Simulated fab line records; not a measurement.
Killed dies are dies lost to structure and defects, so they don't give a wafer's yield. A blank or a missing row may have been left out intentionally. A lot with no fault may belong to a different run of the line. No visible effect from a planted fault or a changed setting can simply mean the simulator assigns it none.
The same fault as seen by 3 desks || flow n5-finfet || every desk sees just its own numbers, and what lay behind them comes last

== THE DEFECT DESK ==
Inspection counts along the route, by lot: the mean over sampled wafers that carry a number. A lot is out of limits, marked OUT, if its mean lies more than 4 standard deviations from the usual mean; the brackets give that distance.
Columns: A = raw-defect-count at N5_BEOL_M7_INSPECT_30, usual 393
{"lot": "L546", "first seen here": "day 9 02:11", "A": 484}
{"lot": "L548", "first seen here": "day 10 01:32", "A": 451}
{"lot": "L552", "first seen here": "day 10 10:38", "A": 400}
{"lot": "L551", "first seen here": "day 10 12:46", "A": 363}
{"lot": "L560", "first seen here": "day 12 21:49", "A": 357}
{"lot": "L565", "first seen here": "day 13 19:41", "A": 365}
This desk found nothing out of limits on any of the 6 lots.

== AT THE METROLOGY DESK ==
Means of the sampled wafers that have a number, per lot and without regard to the tool the lot ran on: this is what the gauges read. A lot is out of limits, marked OUT, if its mean lies more than 4 standard deviations from the usual mean; the brackets give that distance.
Columns: A = V6_OVL at N5_BEOL_M7_OVL_MEAS_29, usual 0.4 nm
{"lot": "L546", "first seen here": "day 9 02:08", "A": -0.3}
{"lot": "L548", "first seen here": "day 10 01:28", "A": 0.6}
{"lot": "L552", "first seen here": "day 10 10:35", "A": -0.2}
{"lot": "L551", "first seen here": "day 10 12:43", "A": 0.9}
{"lot": "L560", "first seen here": "day 12 21:46", "A": -0.3}
{"lot": "L565", "first seen here": "day 13 19:38", "A": -0.2}
This desk found nothing out of limits on any of the 6 lots.

== TOOL OWNER'S DESK, rie-diel-04 ==
The tool's own readings at N5_BEOL_M7_ETCH_41 (etches SiCN in CH3F/O2, target depth 31.9 nm, time 57.8 s): means of the sampled wafers that have a number, for each lot that ran on this tool. A lot is out of limits, marked OUT, if its mean lies more than 4 standard deviations from the usual mean; the brackets give that distance.
Columns: A = drypump-motor-current-A at N5_BEOL_M7_ETCH_41, usual 5.4 A; B = oes-product-au at N5_BEOL_M7_ETCH_41, usual 0.81 a.u.; C = rf-vpp-V at N5_BEOL_M7_ETCH_41, usual 297.6 V; D = showerhead-plenum-p-Torr at N5_BEOL_M7_ETCH_41, usual 2.01 Torr; E = throttle-valve-pct at N5_BEOL_M7_ETCH_41, usual 16.25 %
{"lot": "L548", "first seen here": "day 10 01:52", "A": 5.5, "B": 0.76, "C": 298.1, "D": 1.97, "E": 16.48}
{"lot": "L552", "first seen here": "day 10 10:59", "A": 5.3, "B": 0.73, "C": 296.4, "D": 2.00, "E": 16.40}
{"lot": "L551", "first seen here": "day 10 13:17", "A": 5.5, "B": 0.74, "C": 295.5, "D": 1.93, "E": 16.26}
{"lot": "L565", "first seen here": "day 13 20:02", "A": 5.0, "B": 0.89, "C": 298.9, "D": 2.06, "E": 16.04}
This desk found nothing out of limits on any of the 4 lots.

== BROUGHT TOGETHER ==
No out-of-limits result turned up at the defect desk.
Metrology desk: nothing out of limits seen.
Nothing out of limits was seen by the tool owner's desk.

== WHAT THE SIMULATOR HAD INSERTED ==
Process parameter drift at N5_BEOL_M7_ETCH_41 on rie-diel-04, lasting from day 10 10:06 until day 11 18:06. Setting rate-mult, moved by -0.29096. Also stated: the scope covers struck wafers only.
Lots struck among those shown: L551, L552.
